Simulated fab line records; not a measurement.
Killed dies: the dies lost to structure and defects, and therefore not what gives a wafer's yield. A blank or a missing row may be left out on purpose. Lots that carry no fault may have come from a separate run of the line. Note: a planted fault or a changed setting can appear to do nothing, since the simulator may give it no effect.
Chamber matching || flow n5_finfet || rie_si-06 running N5_FIN_CUT_CUT_ETCH_15: 4 sister chambers
The step etches Si in HBr/Cl2/O2, target depth 100 nm, bt time 10 s, time 42.4 s. 16 wafers are shown with their chamber, then 8 later ones without.

## WAFERS PAIRED WITH THEIR CHAMBERS
{"wafer": "L076.2", "chamber": 1, "throttle_valve_pct (%)": 36.9, "oes_product_au (a.u.)": 0.981, "chamber_pressure_mTorr (mTorr)": 9.992}
{"wafer": "L076.5", "chamber": 3, "throttle_valve_pct (%)": 37.6, "oes_product_au (a.u.)": 0.979, "chamber_pressure_mTorr (mTorr)": 9.995}
{"wafer": "L076.6", "chamber": 0, "throttle_valve_pct (%)": 37.4, "oes_product_au (a.u.)": 1.016, "chamber_pressure_mTorr (mTorr)": 10.001}
{"wafer": "L078.1", "chamber": 2, "throttle_valve_pct (%)": 37.3, "oes_product_au (a.u.)": 1.018, "chamber_pressure_mTorr (mTorr)": 10.017}
{"wafer": "L078.3", "chamber": 0, "throttle_valve_pct (%)": 37.4, "oes_product_au (a.u.)": 1.024, "chamber_pressure_mTorr (mTorr)": 10.003}
{"wafer": "L078.6", "chamber": 1, "throttle_valve_pct (%)": 36.9, "oes_product_au (a.u.)": 0.977, "chamber_pressure_mTorr (mTorr)": 9.997}
{"wafer": "L079.3", "chamber": 3, "throttle_valve_pct (%)": 37.6, "oes_product_au (a.u.)": 0.983, "chamber_pressure_mTorr (mTorr)": 10.006}
{"wafer": "L079.5", "chamber": 1, "throttle_valve_pct (%)": 36.9, "oes_product_au (a.u.)": 0.966, "chamber_pressure_mTorr (mTorr)": 10.001}
{"wafer": "L079.6", "chamber": 0, "throttle_valve_pct (%)": 37.4, "oes_product_au (a.u.)": 1.025, "chamber_pressure_mTorr (mTorr)": 9.982}
{"wafer": "L081.2", "chamber": 1, "throttle_valve_pct (%)": 36.9, "oes_product_au (a.u.)": 0.969, "chamber_pressure_mTorr (mTorr)": 9.998}
{"wafer": "L081.4", "chamber": 1, "throttle_valve_pct (%)": 36.9, "oes_product_au (a.u.)": 0.967, "chamber_pressure_mTorr (mTorr)": 10.016}
{"wafer": "L081.6", "chamber": 3, "throttle_valve_pct (%)": 37.7, "oes_product_au (a.u.)": 0.983, "chamber_pressure_mTorr (mTorr)": 9.989}
{"wafer": "L085.2", "chamber": 0, "throttle_valve_pct (%)": 37.4, "oes_product_au (a.u.)": 1.022, "chamber_pressure_mTorr (mTorr)": 10.016}
{"wafer": "L085.3", "chamber": 3, "throttle_valve_pct (%)": 37.7, "oes_product_au (a.u.)": 0.975, "chamber_pressure_mTorr (mTorr)": 10.006}
{"wafer": "L085.6", "chamber": 3, "throttle_valve_pct (%)": 37.6, "oes_product_au (a.u.)": 0.978, "chamber_pressure_mTorr (mTorr)": 9.995}
{"wafer": "L091.1", "chamber": 3, "throttle_valve_pct (%)": 37.6, "oes_product_au (a.u.)": 0.986, "chamber_pressure_mTorr (mTorr)": 9.997}

SIGNATURES, as means of the wafers listed above
{"reading": "throttle_valve_pct", "chamber 0": 37.400, "chamber 1": 36.900, "chamber 2": 37.300, "chamber 3": 37.633, "scatter within a chamber": 0.0333}
{"reading": "oes_product_au", "chamber 0": 1.02175, "chamber 1": 0.97200, "chamber 2": 1.01800, "chamber 3": 0.98067, "scatter within a chamber": 0.00505}
{"reading": "chamber_pressure_mTorr", "chamber 0": 10.00050, "chamber 1": 10.00080, "chamber 2": 10.01700, "chamber 3": 9.99800, "scatter within a chamber": 0.00978}
Rule: for a wafer and a chamber, the distance is found by dividing, reading by reading, the gap between the wafer's reading and the chamber's mean by the reading's scatter, squaring, summing and taking the root. If the next closest chamber is less than 2 further off than the closest, the wafer can't be placed; otherwise it belongs to the closest. The scatter: the root of (the sum of the squares of (reading less its chamber's mean) over the shown wafers, divided by (wafers less chambers)).

## WAFERS WHOSE CHAMBER IS MISSING
{"wafer": "L091.3", "throttle_valve_pct (%)": 37.4, "oes_product_au (a.u.)": 1.022, "chamber_pressure_mTorr (mTorr)": 9.987}
{"wafer": "L091.4", "throttle_valve_pct (%)": 36.9, "oes_product_au (a.u.)": 0.967, "chamber_pressure_mTorr (mTorr)": 9.997}
{"wafer": "L095.1", "throttle_valve_pct (%)": 37.4, "oes_product_au (a.u.)": 1.027, "chamber_pressure_mTorr (mTorr)": 9.997}
{"wafer": "L095.2", "throttle_valve_pct (%)": 37.7, "oes_product_au (a.u.)": 0.978, "chamber_pressure_mTorr (mTorr)": 10.016}
{"wafer": "L095.4", "throttle_valve_pct (%)": 37.3, "oes_product_au (a.u.)": 1.022, "chamber_pressure_mTorr (mTorr)": 10.003}
{"wafer": "L097.2", "throttle_valve_pct (%)": 37.4, "oes_product_au (a.u.)": 1.024, "chamber_pressure_mTorr (mTorr)": 9.987}
{"wafer": "L097.3", "throttle_valve_pct (%)": 37.7, "oes_product_au (a.u.)": 0.981, "chamber_pressure_mTorr (mTorr)": 9.999}
{"wafer": "L097.6", "throttle_valve_pct (%)": 37.4, "oes_product_au (a.u.)": 1.022, "chamber_pressure_mTorr (mTorr)": 10.010}

## CHAMBER TAKEN BY EACH
{"wafer": "L091.3", "from the rows above": 0, "in truth": 0}
{"wafer": "L091.4", "from the rows above": 1, "in truth": 1}
{"wafer": "L095.1", "from the rows above": 0, "in truth": 0}
{"wafer": "L095.2", "from the rows above": 3, "in truth": 3}
{"wafer": "L095.4", "from the rows above": "can't be placed: 2 or 0", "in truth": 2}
{"wafer": "L097.2", "from the rows above": 0, "in truth": 0}
{"wafer": "L097.3", "from the rows above": 3, "in truth": 3}
{"wafer": "L097.6", "from the rows above": 0, "in truth": 0}
Placed correctly: 7 of 8. Cannot be placed on the basis of these rows: 1; the candidates contain the true chamber in 1. Number placed wrongly: 0.
